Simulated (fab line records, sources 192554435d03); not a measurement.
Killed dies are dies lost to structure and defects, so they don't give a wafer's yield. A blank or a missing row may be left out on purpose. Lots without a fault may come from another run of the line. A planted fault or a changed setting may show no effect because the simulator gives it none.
Which tool did it? | flow n5_finfet | 24 lots, 72 wafers sampled, at 4 steps of a route of 1938

WHAT THE GAUGES READ, wafer by wafer
N5_FIN_SAQP_THK_MEAS_07.
lot  | measured    | on            | thk_nm (nm)
L074 | day 1 21:07 | film_metro-02 | 60.7 60.3 60.9
L075 | day 2 02:38 | film_metro-01 | 59.7 60.6 60.4
L076 | day 2 10:16 | film_metro-01 | 59.4 59.0 60.7
L077 | day 2 15:36 | film_metro-02 | 59.9 61.1 59.9
L078 | day 2 21:34 | film_metro-01 | 60.2 60.4 60.1
L079 | day 3 04:35 | film_metro-02 | 58.7 59.1 59.1
L080 | day 3 09:12 | film_metro-01 | 58.8 59.0 60.6
L081 | day 3 15:10 | film_metro-02 | 60.6 59.8 61.1
L082 | day 3 22:13 | film_metro-01 | 61.0 61.8 59.7
L083 | day 4 03:49 | film_metro-01 | 59.1 59.9 61.1
L084 | day 4 09:29 | film_metro-02 | 59.5 59.5 60.5
L085 | day 4 16:09 | film_metro-01 | 59.0 58.2 59.6
L086 | day 4 23:57 | film_metro-01 | 58.8 61.0 59.5
L087 | day 5 06:46 | film_metro-02 | 59.3 60.1 61.0
L088 | day 5 10:29 | film_metro-01 | 60.8 61.1 60.8
L089 | day 5 15:37 | film_metro-01 | 59.5 60.2 60.8
L090 | day 5 22:25 | film_metro-01 | 60.4 60.1 60.2
L091 | day 6 05:04 | film_metro-01 | 59.0 60.3 60.6
L092 | day 6 10:43 | film_metro-02 | 58.7 60.4 59.5
L093 | day 6 15:11 | film_metro-01 | 59.6 59.9 60.3
L094 | day 6 21:11 | film_metro-02 | 58.8 58.7 59.3
L095 | day 7 03:29 | film_metro-01 | 58.8 60.1 60.0
L096 | day 7 10:26 | film_metro-02 | 58.9 60.3 60.2
L097 | day 7 15:37 | film_metro-01 | 58.0 59.3 59.3

WHICH TOOL RAN EACH LOT (tool, then ch and the chambers of the sampled wafers, then the start)
lot  | N5_WELL_APT_DESCUM_30             | N5_PMOS_HMC_CHANNEL_EPI_STRIP_33  | N5_FIN_SAQP_ALD_61
L074 | rie_diel-06 ch 0,1,3, day 1 15:05 | rie_diel-01 ch 0,1,3, day 1 17:28 | ald_sin-01 ch 0,1,3, day 1 20:23
L075 | rie_diel-06 ch 0,3, day 1 20:56   | rie_diel-04 ch 1,2, day 1 23:08   | ald_sin-03 ch 2,3, day 2 01:51
L076 | rie_diel-05 ch 1,3, day 2 03:34   | rie_diel-04 ch 0,2,3, day 2 06:17 | ald_sin-02 ch 1,2,3, day 2 09:31
L077 | rie_diel-03 ch 1,2,3, day 2 09:07 | rie_diel-04 ch 0,1,3, day 2 12:08 | ald_sin-01 ch 1,2,3, day 2 14:52
L078 | rie_diel-06 ch 0,3, day 2 15:37   | rie_diel-01 ch 0,2, day 2 18:07   | ald_sin-01 ch 1,2,3, day 2 20:50
L079 | rie_diel-06 ch 0,1,3, day 2 22:36 | rie_diel-02 ch 0,1, day 3 00:56   | ald_sin-02 ch 0,1,3, day 3 03:47
L080 | rie_diel-05 ch 2,3, day 3 03:15   | rie_diel-01 ch 1,2,3, day 3 05:38 | ald_sin-03 ch 0,1,2, day 3 08:29
L081 | rie_diel-05 ch 1,2,3, day 3 08:59 | rie_diel-01 ch 2,3, day 3 11:28   | ald_sin-03 ch 1,2, day 3 14:28
L082 | rie_diel-06 ch 1,2,3, day 3 15:53 | rie_diel-02 ch 0,1,2, day 3 18:13 | ald_sin-01 ch 1,2, day 3 21:26
L083 | rie_diel-05 ch 0,2,3, day 3 21:35 | rie_diel-01 ch 0,1,3, day 4 00:12 | ald_sin-03 ch 1,2,3, day 4 02:56
L084 | rie_diel-06 ch 0,1,3, day 4 03:25 | rie_diel-01 ch 0,2,3, day 4 05:44 | ald_sin-03 ch 0,1,3, day 4 08:46
L085 | rie_diel-06 ch 2,3, day 4 09:46   | rie_diel-04 ch 0,2, day 4 12:15   | ald_sin-02 ch 1,2, day 4 15:11
L086 | rie_diel-05 ch 1,2,3, day 4 15:21 | rie_diel-01 ch 0,1,2, day 4 17:43 | ald_sin-03 ch 0,1,3, day 4 23:14
L087 | rie_diel-06 ch 0,1,2, day 4 21:18 | rie_diel-04 ch 0,3, day 4 23:35   | ald_sin-02 ch 0,1,2, day 5 05:59
L088 | rie_diel-05 ch 1,2, day 5 03:01   | rie_diel-04 ch 1,2,3, day 5 05:50 | ald_sin-03 ch 0,3, day 5 09:38
L089 | rie_diel-03 ch 1,2,3, day 5 09:22 | rie_diel-02 ch 1,3, day 5 12:07   | ald_sin-03 ch 0,2,3, day 5 14:53
L090 | rie_diel-05 ch 0,2,3, day 5 15:05 | rie_diel-02 ch 1,3, day 5 17:38   | ald_sin-01 ch 0,3, day 5 21:28
L091 | rie_diel-03 ch 2,3, day 5 20:58   | rie_diel-01 ch 0,2,3, day 6 00:07 | ald_sin-01 ch 0,3, day 6 04:19
L092 | rie_diel-03 ch 1,2, day 6 04:13   | rie_diel-02 ch 0,1, day 6 06:30   | ald_sin-03 ch 2,3, day 6 09:55
L093 | rie_diel-06 ch 0,1,3, day 6 08:52 | rie_diel-04 ch 0,2,3, day 6 11:24 | ald_sin-02 ch 2,3, day 6 14:16
L094 | rie_diel-05 ch 0,2, day 6 15:05   | rie_diel-02 ch 0,2,3, day 6 17:44 | ald_sin-01 ch 0,2,3, day 6 20:28
L095 | rie_diel-05 ch 2,3, day 6 21:10   | rie_diel-04 ch 1,2, day 6 23:34   | ald_sin-03 ch 2,3, day 7 02:43
L096 | rie_diel-05 ch 0,1, day 7 03:58   | rie_diel-01 ch 0,1,2, day 7 06:47 | ald_sin-01 ch 2,3, day 7 09:43
L097 | rie_diel-03 ch 1,2,3, day 7 09:08 | rie_diel-04 ch 0,1,3, day 7 11:59 | ald_sin-01 ch 0,1, day 7 14:50
- N5_WELL_APT_DESCUM_30: chemistry O2, time 7.9 s.
- N5_PMOS_HMC_CHANNEL_EPI_STRIP_33: strips in N2/H2.
- N5_FIN_SAQP_ALD_61: deposits SiO2, target thk 4 nm, pulse time 1 s, purge time 2 s.

WHAT THE TOOLS THEMSELVES READ (means of the sampled wafers that have a number; where no wafer has one, the mark that the record gives instead)
N5_WELL_APT_DESCUM_30.
lot  | tool        | chamber_pressure_mTorr (mTorr) | drypump_motor_current_A (A) | oes_product_au (a.u.) | rf_vpp_V (V) | showerhead_plenum_p_Torr (Torr) | throttle_valve_pct (%)
L074 | rie_diel-06 | 19.997                         | 5.3                         | 0.71                  | 244.2        | 2.14                            | 20.54
L075 | rie_diel-06 | 20.004                         | 5.1                         | 0.69                  | 244.6        | 2.16                            | 20.40
L076 | rie_diel-05 | 20.000                         | 5.4                         | 0.71                  | 243.9        | 2.14                            | 20.59
L077 | rie_diel-03 | 19.998                         | 5.7                         | 0.71                  | 244.0        | 2.14                            | 20.69
L078 | rie_diel-06 | 19.993                         | 5.1                         | 0.68                  | 244.1        | 2.16                            | 20.40
L079 | rie_diel-06 | 20.018                         | 5.3                         | 0.70                  | 244.0        | 2.14                            | 20.56
L080 | rie_diel-05 | 19.991                         | 5.3                         | 0.77                  | 242.1        | 2.06                            | 20.61
L081 | rie_diel-05 | 19.990                         | 5.3                         | 0.73                  | 243.8        | 2.10                            | 20.61
L082 | rie_diel-06 | 19.998                         | 5.1                         | 0.71                  | 243.0        | 2.12                            | 20.75
L083 | rie_diel-05 | 20.007                         | 5.6                         | 0.83                  | 243.7        | 2.06                            | 20.51
L084 | rie_diel-06 | 19.996                         | 5.3                         | 0.79                  | 244.5        | 2.13                            | 20.49
L085 | rie_diel-06 | 20.016                         | 4.8                         | 0.71                  | 244.5        | 2.16                            | 20.79
L086 | rie_diel-05 | 19.983                         | 5.3                         | 0.82                  | 243.1        | 2.09                            | 20.50
L087 | rie_diel-06 | 20.028                         | 5.3                         | 0.78                  | 242.5        | 2.10                            | 20.54
L088 | rie_diel-05 | 19.997                         | 4.9                         | 0.82                  | 242.8        | 2.07                            | 20.49
L089 | rie_diel-03 | 19.998                         | 5.7                         | 0.78                  | 243.2        | 2.14                            | 20.64
L090 | rie_diel-05 | 20.013                         | 5.6                         | 0.80                  | 242.7        | 2.05                            | 20.52
L091 | rie_diel-03 | 20.010                         | 5.7                         | 0.87                  | 244.2        | 2.16                            | 20.49
L092 | rie_diel-03 | 19.998                         | 5.9                         | 0.75                  | 243.6        | 2.09                            | 20.68
L093 | rie_diel-06 | 19.999                         | 5.3                         | 0.77                  | 244.8        | 2.13                            | 20.51
L094 | rie_diel-05 | 19.992                         | 5.5                         | 0.85                  | 242.5        | 2.03                            | 20.43
L095 | rie_diel-05 | 20.012                         | 5.3                         | 0.74                  | 242.9        | 2.05                            | 20.67
L096 | rie_diel-05 | 19.995                         | 5.6                         | 0.89                  | 244.3        | 2.06                            | 20.32
L097 | rie_diel-03 | 19.989                         | 5.7                         | 0.87                  | 245.2        | 2.13                            | 20.50

N5_PMOS_HMC_CHANNEL_EPI_STRIP_33.
lot  | tool        | chamber_pressure_mTorr (mTorr) | drypump_motor_current_A (A) | n2_flow_sccm (sccm) | oes_product_au (a.u.) | rf_vpp_V (V) | showerhead_plenum_p_Torr (Torr) | throttle_valve_pct (%)
L074 | rie_diel-01 | 49.99                          | 5.9                         | 299.7               | 0.71                  | 53.7         | 3.36                            | 18.8
L075 | rie_diel-04 | 49.91                          | 5.3                         | 301.2               | 0.72                  | 53.6         | 3.40                            | 19.2
L076 | rie_diel-04 | 49.93                          | 6.2                         | 299.1               | 0.80                  | 54.7         | 3.34                            | 18.8
L077 | rie_diel-04 | 50.05                          | 6.0                         | 300.4               | 0.78                  | 56.6         | 3.41                            | 19.1
L078 | rie_diel-01 | 49.98                          | 6.2                         | 300.4               | 0.78                  | 54.3         | 3.29                            | 19.0
L079 | rie_diel-02 | 49.94                          | 5.5                         | 299.5               | 0.73                  | 54.3         | 3.46                            | 19.2
L080 | rie_diel-01 | 50.08                          | 6.5                         | 299.9               | 0.86                  | 53.7         | 3.35                            | 18.6
L081 | rie_diel-01 | 49.97                          | 6.4                         | 299.6               | 0.79                  | 53.8         | 3.32                            | 18.4
L082 | rie_diel-02 | 49.98                          | 5.7                         | 300.2               | 0.72                  | 52.3         | 3.34                            | 19.1
L083 | rie_diel-01 | 50.10                          | 5.9                         | 300.8               | 0.90                  | 55.4         | 3.35                            | 18.6
L084 | rie_diel-01 | 49.99                          | 6.1                         | 301.4               | 0.85                  | 53.2         | 3.30                            | 18.7
L085 | rie_diel-04 | 50.01                          | 5.9                         | 299.7               | 0.76                  | 53.9         | 3.33                            | 18.8
L086 | rie_diel-01 | 50.04                          | 6.1                         | 299.2               | 0.91                  | 55.7         | 3.33                            | 18.9
L087 | rie_diel-04 | 50.04                          | 6.3                         | 299.9               | 0.77                  | 55.1         | 3.42                            | 19.1
L088 | rie_diel-04 | 49.96                          | 5.8                         | 299.9               | 0.85                  | 54.1         | 3.32                            | 18.8
L089 | rie_diel-02 | 50.01                          | 5.8                         | 299.9               | 0.73                  | 55.9         | 3.35                            | 19.1
L090 | rie_diel-02 | 49.94                          | 5.6                         | 299.6               | 0.75                  | 54.2         | 3.36                            | 18.9
L091 | rie_diel-01 | 49.96                          | 6.0                         | 299.9               | 0.83                  | 56.6         | 3.30                            | 18.7
L092 | rie_diel-02 | 50.02                          | 5.4                         | 300.8               | 0.74                  | 53.0         | 3.41                            | 19.1
L093 | rie_diel-04 | 49.89                          | 6.2                         | 300.1               | 0.77                  | 54.7         | 3.32                            | 18.8
L094 | rie_diel-02 | 50.05                          | 5.9                         | 300.5               | 0.78                  | 53.9         | 3.45                            | 19.1
L095 | rie_diel-04 | 50.06                          | 5.5                         | 300.4               | 0.81                  | 54.8         | 3.31                            | 18.8
L096 | rie_diel-01 | 50.08                          | 6.1                         | 300.8               | 0.87                  | 54.7         | 3.32                            | 18.9
L097 | rie_diel-04 | 49.99                          | 5.9                         | 300.0               | 0.81                  | 54.5         | 3.40                            | 19.1

N5_FIN_SAQP_ALD_61.
lot  | tool       | chamber_pressure_Torr (Torr) | heater_power_w (W) | precursor_pulse_height_rel
L074 | ald_sin-01 | 2.001                        | 422                | 0.995
L075 | ald_sin-03 | 2.002                        | 520                | 0.982
L076 | ald_sin-02 | 2.000                        | 474                | 1.009
L077 | ald_sin-01 | 2.004                        | 510                | 1.012
L078 | ald_sin-01 | 1.997                        | 512                | 1.004
L079 | ald_sin-02 | 1.999                        | 457                | 1.000
L080 | ald_sin-03 | 1.997                        | 462                | 1.004
L081 | ald_sin-03 | 2.001                        | 496                | 0.992
L082 | ald_sin-01 | 1.999                        | 514                | 1.019
L083 | ald_sin-03 | 1.999                        | 490                | 1.009
L084 | ald_sin-03 | 1.999                        | 474                | 1.008
L085 | ald_sin-02 | 2.001                        | 464                | 0.999
L086 | ald_sin-03 | 2.003                        | 479                | 1.011
L087 | ald_sin-02 | 1.998                        | 464                | 0.982
L088 | ald_sin-03 | 2.003                        | 516                | 1.010
L089 | ald_sin-03 | 1.998                        | 503                | 1.003
L090 | ald_sin-01 | 1.998                        | 426                | 0.996
L091 | ald_sin-01 | 1.997                        | 433                | 0.987
L092 | ald_sin-03 | 1.999                        | 525                | 1.002
L093 | ald_sin-02 | 1.995                        | 491                | 1.010
L094 | ald_sin-01 | 2.002                        | 468                | 0.987
L095 | ald_sin-03 | 2.000                        | 530                | 0.991
L096 | ald_sin-01 | 1.998                        | 562                | 1.011
L097 | ald_sin-01 | 2.001                        | 391                | 1.016

THE ANSWER, worked out from the rows above alone
Rule: what is usual is taken from the lots themselves. Put in order of their means at a reading, lots are off if they are a third of the lots or fewer, leave a main group of 4 or more, and stand apart from it by a gap of 3 or more times the standard deviation of the main group's means; of several such gaps the widest counts. A main group whose means are all the same, to the digits that the tables above print for the reading, isn't used. A lot without any number at a reading at which 4 lots or more have one is off too. The other lots that the step has rows for count as sound. The gauges are gone through in route order, then the tools' own readings, and for those a lot's mean is taken as printed above. The first step at which some lot is off is used, and at that step the reading that is off furthest; a lot without a number counts as furthest.
No lot is off at any reading shown: from this, nothing can be told.

WHAT THE SIMULATOR HAD PUT IN
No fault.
